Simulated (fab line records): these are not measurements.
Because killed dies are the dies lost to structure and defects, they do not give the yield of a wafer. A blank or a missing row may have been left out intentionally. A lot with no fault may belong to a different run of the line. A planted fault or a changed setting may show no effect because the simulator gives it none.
Which of the tools did it? || flow nand-harc || 24 lots, 72 wafers sampled, at 3 steps of a route of 1159

## WHAT THE GAUGES READ, wafer by wafer
NHARC_P_STI_CD_MEAS_16. Usual: cd-nm at 200.9 nm, with a standard deviation of 2.4.
{"lot": "L074", "measured": "day 2 13:49", "on": "cd-sem-03", "cd-nm (nm)": "202.4 200.5 200.3", "flag": ""}
{"lot": "L075", "measured": "day 2 20:36", "on": "cd-sem-01", "cd-nm (nm)": "200.9 197.4 201.4", "flag": ""}
{"lot": "L076", "measured": "day 2 20:38", "on": "cd-sem-01", "cd-nm (nm)": "202.6 203.6 198.5", "flag": ""}
{"lot": "L077", "measured": "day 3 05:34", "on": "cd-sem-01", "cd-nm (nm)": "200.3 199.8 200.6", "flag": ""}
{"lot": "L078", "measured": "day 3 11:40", "on": "cd-sem-01", "cd-nm (nm)": "202.3 204.3 202.2", "flag": ""}
{"lot": "L079", "measured": "day 3 18:47", "on": "cd-sem-02", "cd-nm (nm)": "202.3 205.6 202.0", "flag": ""}
{"lot": "L080", "measured": "day 4 00:26", "on": "cd-sem-02", "cd-nm (nm)": "197.7 195.7 197.6", "flag": ""}
{"lot": "L081", "measured": "day 4 05:34", "on": "cd-sem-02", "cd-nm (nm)": "201.6 204.5 204.3", "flag": ""}
{"lot": "L082", "measured": "day 4 12:04", "on": "cd-sem-03", "cd-nm (nm)": "197.1 199.9 199.2", "flag": ""}
{"lot": "L083", "measured": "day 4 19:08", "on": "cd-sem-01", "cd-nm (nm)": "201.3 196.7 200.9", "flag": ""}
{"lot": "L084", "measured": "day 5 00:02", "on": "cd-sem-02", "cd-nm (nm)": "197.8 197.2 197.7", "flag": ""}
{"lot": "L085", "measured": "day 5 08:12", "on": "cd-sem-02", "cd-nm (nm)": "198.1 199.6 200.0", "flag": ""}
{"lot": "L086", "measured": "day 5 08:05", "on": "cd-sem-01", "cd-nm (nm)": "198.3 201.1 202.0", "flag": ""}
{"lot": "L087", "measured": "day 5 19:33", "on": "cd-sem-01", "cd-nm (nm)": "202.7 199.0 203.9", "flag": ""}
{"lot": "L088", "measured": "day 6 01:32", "on": "cd-sem-01", "cd-nm (nm)": "201.4 202.4 204.4", "flag": ""}
{"lot": "L089", "measured": "day 6 05:53", "on": "cd-sem-02", "cd-nm (nm)": "200.9 204.8 198.1", "flag": ""}
{"lot": "L090", "measured": "day 6 11:40", "on": "cd-sem-02", "cd-nm (nm)": "202.7 204.9 204.3", "flag": ""}
{"lot": "L091", "measured": "day 6 17:41", "on": "cd-sem-02", "cd-nm (nm)": "205.1 201.2 203.1", "flag": ""}
{"lot": "L092", "measured": "day 7 01:51", "on": "cd-sem-02", "cd-nm (nm)": "202.8 204.1 203.6", "flag": ""}
{"lot": "L093", "measured": "day 7 08:35", "on": "cd-sem-02", "cd-nm (nm)": "202.1 203.3 206.1", "flag": ""}
{"lot": "L094", "measured": "day 7 08:25", "on": "cd-sem-03", "cd-nm (nm)": "201.0 199.2 199.1", "flag": ""}
{"lot": "L095", "measured": "day 7 20:49", "on": "cd-sem-03", "cd-nm (nm)": "200.4 194.5 198.7", "flag": ""}
{"lot": "L096", "measured": "day 7 20:59", "on": "cd-sem-03", "cd-nm (nm)": "199.2 198.7 199.8", "flag": ""}
{"lot": "L097", "measured": "day 8 05:31", "on": "cd-sem-01", "cd-nm (nm)": "200.1 201.1 197.2", "flag": ""}

NHARC_P_STI_OCD_MEAS_17. Usual: trench-depth-nm 300 nm, standard deviation 4.3; trench-foot-cd-nm 159.1 nm, standard deviation 2.3.
{"lot": "L074", "measured": "day 2 13:54", "on": "ocd-02", "trench-depth-nm (nm)": "300 299 299", "trench-foot-cd-nm (nm)": "159.6 160.3 158.9", "flag": ""}
{"lot": "L075", "measured": "day 2 20:41", "on": "ocd-02", "trench-depth-nm (nm)": "299 298 297", "trench-foot-cd-nm (nm)": "157.4 155.5 157.1", "flag": ""}
{"lot": "L076", "measured": "day 2 20:43", "on": "ocd-02", "trench-depth-nm (nm)": "299 301 305", "trench-foot-cd-nm (nm)": "160.5 161.5 158.0", "flag": ""}
{"lot": "L077", "measured": "day 3 05:39", "on": "ocd-02", "trench-depth-nm (nm)": "296 298 297", "trench-foot-cd-nm (nm)": "160.3 159.5 160.4", "flag": ""}
{"lot": "L078", "measured": "day 3 11:45", "on": "ocd-02", "trench-depth-nm (nm)": "292 295 298", "trench-foot-cd-nm (nm)": "162.4 162.4 161.5", "flag": ""}
{"lot": "L079", "measured": "day 3 18:53", "on": "ocd-02", "trench-depth-nm (nm)": "298 304 299", "trench-foot-cd-nm (nm)": "162.0 161.2 160.8", "flag": ""}
{"lot": "L080", "measured": "day 4 00:31", "on": "ocd-02", "trench-depth-nm (nm)": "301 294 297", "trench-foot-cd-nm (nm)": "157.0 156.5 157.2", "flag": ""}
{"lot": "L081", "measured": "day 4 05:41", "on": "ocd-02", "trench-depth-nm (nm)": "297 302 298", "trench-foot-cd-nm (nm)": "161.5 162.1 162.4", "flag": ""}
{"lot": "L082", "measured": "day 4 12:09", "on": "ocd-02", "trench-depth-nm (nm)": "295 299 302", "trench-foot-cd-nm (nm)": "156.6 158.9 157.7", "flag": ""}
{"lot": "L083", "measured": "day 4 19:14", "on": "ocd-02", "trench-depth-nm (nm)": "307 306 304", "trench-foot-cd-nm (nm)": "157.5 156.1 158.5", "flag": ""}
{"lot": "L084", "measured": "day 5 00:08", "on": "ocd-02", "trench-depth-nm (nm)": "298 306 298", "trench-foot-cd-nm (nm)": "157.0 155.7 155.9", "flag": ""}
{"lot": "L085", "measured": "day 5 08:17", "on": "ocd-02", "trench-depth-nm (nm)": "304 303 297", "trench-foot-cd-nm (nm)": "154.1 157.2 158.6", "flag": ""}
{"lot": "L086", "measured": "day 5 08:10", "on": "ocd-01", "trench-depth-nm (nm)": "303 305 301", "trench-foot-cd-nm (nm)": "156.0 158.0 159.5", "flag": ""}
{"lot": "L087", "measured": "day 5 19:39", "on": "ocd-02", "trench-depth-nm (nm)": "288 299 298", "trench-foot-cd-nm (nm)": "161.0 157.3 161.6", "flag": ""}
{"lot": "L088", "measured": "day 6 01:38", "on": "ocd-02", "trench-depth-nm (nm)": "299 304 303", "trench-foot-cd-nm (nm)": "159.8 159.8 160.4", "flag": ""}
{"lot": "L089", "measured": "day 6 05:58", "on": "ocd-02", "trench-depth-nm (nm)": "308 302 300", "trench-foot-cd-nm (nm)": "158.9 162.4 157.2", "flag": ""}
{"lot": "L090", "measured": "day 6 11:46", "on": "ocd-01", "trench-depth-nm (nm)": "298 299 300", "trench-foot-cd-nm (nm)": "160.9 163.9 162.1", "flag": ""}
{"lot": "L091", "measured": "day 6 17:47", "on": "ocd-02", "trench-depth-nm (nm)": "300 303 302", "trench-foot-cd-nm (nm)": "161.7 158.3 158.4", "flag": ""}
{"lot": "L092", "measured": "day 7 01:56", "on": "ocd-01", "trench-depth-nm (nm)": "305 304 297", "trench-foot-cd-nm (nm)": "161.3 161.8 163.5", "flag": ""}
{"lot": "L093", "measured": "day 7 08:40", "on": "ocd-02", "trench-depth-nm (nm)": "307 304 306", "trench-foot-cd-nm (nm)": "158.5 161.6 163.5", "flag": ""}
{"lot": "L094", "measured": "day 7 08:31", "on": "ocd-01", "trench-depth-nm (nm)": "288 289 298", "trench-foot-cd-nm (nm)": "162.4 159.5 158.1", "flag": ""}
{"lot": "L095", "measured": "day 7 20:55", "on": "ocd-01", "trench-depth-nm (nm)": "304 296 309", "trench-foot-cd-nm (nm)": "158.7 154.4 154.6", "flag": ""}
{"lot": "L096", "measured": "day 7 21:04", "on": "ocd-02", "trench-depth-nm (nm)": "303 300 300", "trench-foot-cd-nm (nm)": "156.0 156.2 158.0", "flag": ""}
{"lot": "L097", "measured": "day 8 05:36", "on": "ocd-02", "trench-depth-nm (nm)": "300 296 301", "trench-foot-cd-nm (nm)": "160.2 160.9 155.6", "flag": ""}

## WHAT TOOL EACH LOT RAN ON (gives the tool, then ch and the chambers of the sampled wafers, and finally the start)
{"lot": "L074", "NHARC_P_ZERO_WELL_ETCH_65": "rie-diel-08 ch 0,1, day 1 13:35"}
{"lot": "L075", "NHARC_P_ZERO_WELL_ETCH_65": "rie-diel-01 ch 0,1,3, day 1 19:35"}
{"lot": "L076", "NHARC_P_ZERO_WELL_ETCH_65": "rie-diel-04 ch 1,2,3, day 2 01:29"}
{"lot": "L077", "NHARC_P_ZERO_WELL_ETCH_65": "rie-diel-08 ch 0,3, day 2 07:42"}
{"lot": "L078", "NHARC_P_ZERO_WELL_ETCH_65": "rie-diel-08 ch 1,2,3, day 2 13:32"}
{"lot": "L079", "NHARC_P_ZERO_WELL_ETCH_65": "rie-diel-04 ch 1,2,3, day 2 19:25"}
{"lot": "L080", "NHARC_P_ZERO_WELL_ETCH_65": "rie-diel-04 ch 0,3, day 3 01:29"}
{"lot": "L081", "NHARC_P_ZERO_WELL_ETCH_65": "rie-diel-08 ch 0,2,3, day 3 07:22"}
{"lot": "L082", "NHARC_P_ZERO_WELL_ETCH_65": "rie-diel-04 ch 1,2,3, day 3 13:22"}
{"lot": "L083", "NHARC_P_ZERO_WELL_ETCH_65": "rie-diel-04 ch 0,1, day 3 19:30"}
{"lot": "L084", "NHARC_P_ZERO_WELL_ETCH_65": "rie-diel-01 ch 0,2,3, day 4 01:22"}
{"lot": "L085", "NHARC_P_ZERO_WELL_ETCH_65": "rie-diel-08 ch 0,2,3, day 4 07:29"}
{"lot": "L086", "NHARC_P_ZERO_WELL_ETCH_65": "rie-diel-08 ch 0,1,2, day 4 13:22"}
{"lot": "L087", "NHARC_P_ZERO_WELL_ETCH_65": "rie-diel-01 ch 0,1,2, day 4 19:35"}
{"lot": "L088", "NHARC_P_ZERO_WELL_ETCH_65": "rie-diel-08 ch 0,1,2, day 5 01:29"}
{"lot": "L089", "NHARC_P_ZERO_WELL_ETCH_65": "rie-diel-04 ch 0,2,3, day 5 07:37"}
{"lot": "L090", "NHARC_P_ZERO_WELL_ETCH_65": "rie-diel-08 ch 0,2,3, day 5 13:29"}
{"lot": "L091", "NHARC_P_ZERO_WELL_ETCH_65": "rie-diel-01 ch 0,2,3, day 5 19:29"}
{"lot": "L092", "NHARC_P_ZERO_WELL_ETCH_65": "rie-diel-01 ch 0,1,3, day 6 01:29"}
{"lot": "L093", "NHARC_P_ZERO_WELL_ETCH_65": "rie-diel-01 ch 2,3, day 6 07:29"}
{"lot": "L094", "NHARC_P_ZERO_WELL_ETCH_65": "rie-diel-04 ch 0,1,3, day 6 13:29"}
{"lot": "L095", "NHARC_P_ZERO_WELL_ETCH_65": "rie-diel-04 ch 1,2,3, day 6 19:30"}
{"lot": "L096", "NHARC_P_ZERO_WELL_ETCH_65": "rie-diel-08 ch 0,1,3, day 7 01:31"}
{"lot": "L097", "NHARC_P_ZERO_WELL_ETCH_65": "rie-diel-08 ch 1,2,3, day 7 07:23"}
- NHARC_P_ZERO_WELL_ETCH_65: etches the open film in N2/H2, target depth 80 nm, overetch 24 nm, time 87.88 s.

## AS READ BY THE TOOLS THEMSELVES (means over the sampled wafers that have a number; for cases with no such wafer, the mark the record gives instead)
NHARC_P_ZERO_WELL_ETCH_65. Usual: drypump-motor-current-A 5.61 A, standard deviation 0.29; oes-product-au 0.996 a.u., standard deviation 0.0097; rf-vpp-V 431.9 V, standard deviation 2.5; showerhead-plenum-p-Torr 2.09 Torr, standard deviation 0.09; throttle-valve-pct 14.172 %, standard deviation 0.0092.
{"lot": "L074", "tool": "rie-diel-08", "drypump-motor-current-A (A)": 5.58, "oes-product-au (a.u.)": 0.987, "rf-vpp-V (V)": 432.0, "showerhead-plenum-p-Torr (Torr)": 2.10, "throttle-valve-pct (%)": 14.167, "flag": ""}
{"lot": "L075", "tool": "rie-diel-01", "drypump-motor-current-A (A)": 5.52, "oes-product-au (a.u.)": 1.000, "rf-vpp-V (V)": 433.2, "showerhead-plenum-p-Torr (Torr)": 2.13, "throttle-valve-pct (%)": 14.169, "flag": ""}
{"lot": "L076", "tool": "rie-diel-04", "drypump-motor-current-A (A)": 5.50, "oes-product-au (a.u.)": 1.003, "rf-vpp-V (V)": 431.2, "showerhead-plenum-p-Torr (Torr)": 2.06, "throttle-valve-pct (%)": 14.164, "flag": ""}
{"lot": "L077", "tool": "rie-diel-08", "drypump-motor-current-A (A)": 5.71, "oes-product-au (a.u.)": 0.992, "rf-vpp-V (V)": 434.4, "showerhead-plenum-p-Torr (Torr)": 2.20, "throttle-valve-pct (%)": 14.174, "flag": ""}
{"lot": "L078", "tool": "rie-diel-08", "drypump-motor-current-A (A)": 5.62, "oes-product-au (a.u.)": 0.989, "rf-vpp-V (V)": 431.6, "showerhead-plenum-p-Torr (Torr)": 2.07, "throttle-valve-pct (%)": 14.165, "flag": ""}
{"lot": "L079", "tool": "rie-diel-04", "drypump-motor-current-A (A)": 5.50, "oes-product-au (a.u.)": 0.998, "rf-vpp-V (V)": 431.6, "showerhead-plenum-p-Torr (Torr)": 2.06, "throttle-valve-pct (%)": 14.179, "flag": ""}
{"lot": "L080", "tool": "rie-diel-04", "drypump-motor-current-A (A)": 5.52, "oes-product-au (a.u.)": 1.006, "rf-vpp-V (V)": 428.9, "showerhead-plenum-p-Torr (Torr)": 1.97, "throttle-valve-pct (%)": 14.169, "flag": ""}
{"lot": "L081", "tool": "rie-diel-08", "drypump-motor-current-A (A)": 5.64, "oes-product-au (a.u.)": 0.997, "rf-vpp-V (V)": 431.8, "showerhead-plenum-p-Torr (Torr)": 2.12, "throttle-valve-pct (%)": 14.170, "flag": ""}
{"lot": "L082", "tool": "rie-diel-04", "drypump-motor-current-A (A)": 5.49, "oes-product-au (a.u.)": 0.999, "rf-vpp-V (V)": 430.9, "showerhead-plenum-p-Torr (Torr)": 2.06, "throttle-valve-pct (%)": 14.174, "flag": ""}
{"lot": "L083", "tool": "rie-diel-04", "drypump-motor-current-A (A)": 5.58, "oes-product-au (a.u.)": 0.996, "rf-vpp-V (V)": 432.6, "showerhead-plenum-p-Torr (Torr)": 2.10, "throttle-valve-pct (%)": 14.174, "flag": ""}
{"lot": "L084", "tool": "rie-diel-01", "drypump-motor-current-A (A)": 5.52, "oes-product-au (a.u.)": 0.998, "rf-vpp-V (V)": 432.7, "showerhead-plenum-p-Torr (Torr)": 2.13, "throttle-valve-pct (%)": 14.166, "flag": ""}
{"lot": "L085", "tool": "rie-diel-08", "drypump-motor-current-A (A)": 5.67, "oes-product-au (a.u.)": 0.993, "rf-vpp-V (V)": 432.8, "showerhead-plenum-p-Torr (Torr)": 2.12, "throttle-valve-pct (%)": 14.172, "flag": ""}
{"lot": "L086", "tool": "rie-diel-08", "drypump-motor-current-A (A)": 5.49, "oes-product-au (a.u.)": 0.992, "rf-vpp-V (V)": 431.6, "showerhead-plenum-p-Torr (Torr)": 2.08, "throttle-valve-pct (%)": 14.170, "flag": ""}
{"lot": "L087", "tool": "rie-diel-01", "drypump-motor-current-A (A)": 5.77, "oes-product-au (a.u.)": 0.999, "rf-vpp-V (V)": 433.7, "showerhead-plenum-p-Torr (Torr)": 2.13, "throttle-valve-pct (%)": 14.183, "flag": ""}
{"lot": "L088", "tool": "rie-diel-08", "drypump-motor-current-A (A)": 5.47, "oes-product-au (a.u.)": 0.991, "rf-vpp-V (V)": 432.1, "showerhead-plenum-p-Torr (Torr)": 2.08, "throttle-valve-pct (%)": 14.168, "flag": ""}
{"lot": "L089", "tool": "rie-diel-04", "drypump-motor-current-A (A)": 5.73, "oes-product-au (a.u.)": 0.999, "rf-vpp-V (V)": 429.3, "showerhead-plenum-p-Torr (Torr)": 2.01, "throttle-valve-pct (%)": 14.177, "flag": ""}
{"lot": "L090", "tool": "rie-diel-08", "drypump-motor-current-A (A)": 5.66, "oes-product-au (a.u.)": 0.992, "rf-vpp-V (V)": 432.7, "showerhead-plenum-p-Torr (Torr)": 2.12, "throttle-valve-pct (%)": 14.179, "flag": ""}
{"lot": "L091", "tool": "rie-diel-01", "drypump-motor-current-A (A)": 5.55, "oes-product-au (a.u.)": 0.998, "rf-vpp-V (V)": 434.0, "showerhead-plenum-p-Torr (Torr)": 2.13, "throttle-valve-pct (%)": 14.174, "flag": ""}
{"lot": "L092", "tool": "rie-diel-01", "drypump-motor-current-A (A)": 5.53, "oes-product-au (a.u.)": 0.994, "rf-vpp-V (V)": 432.2, "showerhead-plenum-p-Torr (Torr)": 2.13, "throttle-valve-pct (%)": 14.165, "flag": ""}
{"lot": "L093", "tool": "rie-diel-01", "drypump-motor-current-A (A)": 5.60, "oes-product-au (a.u.)": 0.992, "rf-vpp-V (V)": 433.6, "showerhead-plenum-p-Torr (Torr)": 2.15, "throttle-valve-pct (%)": 14.174, "flag": ""}
{"lot": "L094", "tool": "rie-diel-04", "drypump-motor-current-A (A)": 5.44, "oes-product-au (a.u.)": 0.997, "rf-vpp-V (V)": 430.9, "showerhead-plenum-p-Torr (Torr)": 2.05, "throttle-valve-pct (%)": 14.175, "flag": ""}
{"lot": "L095", "tool": "rie-diel-04", "drypump-motor-current-A (A)": 5.50, "oes-product-au (a.u.)": 1.002, "rf-vpp-V (V)": 431.6, "showerhead-plenum-p-Torr (Torr)": 2.06, "throttle-valve-pct (%)": 14.172, "flag": ""}
{"lot": "L096", "tool": "rie-diel-08", "drypump-motor-current-A (A)": 5.74, "oes-product-au (a.u.)": 0.991, "rf-vpp-V (V)": 433.1, "showerhead-plenum-p-Torr (Torr)": 2.14, "throttle-valve-pct (%)": 14.169, "flag": ""}
{"lot": "L097", "tool": "rie-diel-08", "drypump-motor-current-A (A)": 5.64, "oes-product-au (a.u.)": 0.992, "rf-vpp-V (V)": 430.2, "showerhead-plenum-p-Torr (Torr)": 2.06, "throttle-valve-pct (%)": 14.169, "flag": ""}

## THE ANSWER, worked out from the rows above alone
Rule: a lot counts as off when the mean over its wafers that have a number is more than 3 standard deviations away from the usual mean. Also off: a lot with no number at a reading for which 4 or more lots have one. The other lots that the step has rows for count as sound. After the gauges, taken in route order, come the tools' own readings; for these a lot's mean is taken, as printed above. At the first step where some lot is off, the reading lying furthest off is the one used; lots without a number count as furthest.
Nothing can be told from this: no lot is off at any reading shown.

## WHAT THE SIMULATOR PUT IN
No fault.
